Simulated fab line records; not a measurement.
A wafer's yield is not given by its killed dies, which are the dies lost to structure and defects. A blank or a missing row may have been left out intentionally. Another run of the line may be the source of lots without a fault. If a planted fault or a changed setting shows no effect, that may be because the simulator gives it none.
Problem report in the 8D (eight disciplines) form, filled by code + flow nandHarc + the parts of the form that need people (team, actions taken, sign-off) are left out

1. PROBLEM STATEMENT
thkNm at NHARC_A_DECK1_JOINT_THK_MEAS_17 reads a mean of 30.6 nm on 3 wafers of 3 lots; wafers without a fault read 45.1 nm with a standard deviation of 1.3. That puts it -11 standard deviations away from the usual mean.
The step: measures by ellipsometry.
The first sign was on wafer L450.2 at day 18 13:32, on filmMetro-01. At this step, 38 wafers from 13 lots have a number in the record. Rule for "out" (also "out of limits"): further than 4 standard deviations from the usual mean. The other wafers with a number count as sound.

2. WHAT IT IS AND WHAT IT IS NOT
| question                    | is                         | is not                                                                          |
|-----------------------------|----------------------------|---------------------------------------------------------------------------------|
| which readings at this step | thkNm                      | -                                                                               |
| which lots                  | L450, L451, L452           | L435, L436, L439, L441, L442, L443, L446, L447, L448, L458                      |
| which wafers of those lots  | L450.2, L451.2, L452.2     | L450.3, L450.4, L451.4, L452.3, L452.6                                          |
| read on which gauges        | filmMetro-01, filmMetro-02 | -                                                                               |
| when                        | from day 18 13:32          | up to then (29 sound wafers); but 6 sound wafers of L451, L452, L458 came after |

3. THE SUSPECTS, EACH WITH WHAT RULES IT OUT
Counting: any tool at a process step up to the reading remains a suspect provided it ran every lot that is out. Sound lots after the first of them don't rule it out here, since some wafers of a struck lot are sound.
- the gauge at NHARC_A_DECK1_JOINT_THK_MEAS_17: ruled out. 2 gauges (filmMetro-01, filmMetro-02) read the wafers that are out.
- pecvd-03 at NHARC_A_DECK1_JOINT_DEP_16 (deposits SiO2, target thk 45 nm): kept. Ran every lot that is out, first one L450 (day 18 13:17); last sound lot up to then L446 (day 17 13:56).
After counting, what remains is pecvd-03 at NHARC_A_DECK1_JOINT_DEP_16.

4. THE CAUSE (what the simulator had put in)
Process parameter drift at NHARC_A_DECK1_JOINT_DEP_16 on pecvd-03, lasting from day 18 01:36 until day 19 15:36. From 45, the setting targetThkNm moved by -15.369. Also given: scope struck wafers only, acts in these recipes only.
The count eliminated every tool but this one.

5. THE EFFECT CHAIN, in route order
Each row: a reading where the mean over the struck wafers with a number is more than 3 standard deviations away from the usual. Readings are gone through only where the record gives a usual standard deviation; hours: the median, over the lots, of the time from a lot's start at the first step in this table giving one to that lot's start at this step; sigmas: the change measured in usual standard deviations.
| hours | step                            | reading | usual   | on struck wafers | change | sigmas |
|-------|---------------------------------|---------|---------|------------------|--------|--------|
| 0     | NHARC_A_DECK1_JOINT_THK_MEAS_17 | thkNm   | 45.1 nm | 30.6             | -14.5  | -11    |
Later steps that measure or inspect, where all struck wafers having a row at the step show a number for every such reading and not one has moved that far: NHARC_A_ONON_D2_THK_MEAS_24.

6. HOW IT WOULD HAVE BEEN CAUGHT EARLIER
In this record the first reading out of limits at a measuring or inspecting step was taken at day 18 13:32, 12 hours after the fault began at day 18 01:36.
An alarm limit of 4 standard deviations would not have fired on the tool readings at NHARC_A_DECK1_JOINT_DEP_16 for which the record gives a usual standard deviation, since none of them was out on any struck wafer.
Lots out: 3; of these, L452, L451 started NHARC_A_DECK1_JOINT_DEP_16 on pecvd-03 after day 18 13:32. A hold on the tool at that time would have spared those 2.
